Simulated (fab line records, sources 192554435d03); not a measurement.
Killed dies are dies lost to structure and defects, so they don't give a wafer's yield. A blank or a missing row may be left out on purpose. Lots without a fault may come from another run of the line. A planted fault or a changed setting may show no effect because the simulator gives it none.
Chamber matching | flow n5_finfet | N5_BEOL_M7_DESCUM_16 on rie_diel-04: 4 sister chambers
The step chemistry O2, time 7.9 s. 4 wafers are shown with their chamber, then 8 later ones without.

WAFERS WITH THEIR CHAMBER
wafer  | chamber | drypump_motor_current_A (A)
L081.5 | 3       | 5.3
L092.2 | 2       | 6.1
L092.6 | 0       | 5.5
L095.1 | 1       | 6.5

WAFERS WITHOUT THEIR CHAMBER
wafer  | drypump_motor_current_A (A)
L095.5 | 5.3
L095.6 | 6.1
L097.1 | 6.4
L097.4 | 6.1
L097.5 | 6.5
L096.1 | 5.6
L096.2 | 6.5
L096.3 | 6.1

WHICH CHAMBER EACH WENT THROUGH
wafer  | from the rows above | in truth
L095.5 | 3                   | 3
L095.6 | 2                   | 2
L097.1 | 1                   | 1
L097.4 | 2                   | 2
L097.5 | 1                   | 1
L096.1 | 0                   | 0
L096.2 | 1                   | 1
L096.3 | 2                   | 2
Placed correctly: 8 of 8. Can't be placed from these rows: 0. Placed wrongly: 0.
How it was worked out, from the rows above alone: a wafer's distance from a chamber is the root of the sum, over the readings, of the square of ((its reading less the chamber's mean) divided by the reading's scatter). The wafer belongs to the nearest chamber; if the next one is less than 2 further off, it can't be placed. A chamber's mean is the mean of its shown wafers. The scatter: with one shown wafer a chamber, the root of the mean of the squares of how far each hidden wafer lies from its nearest shown one.
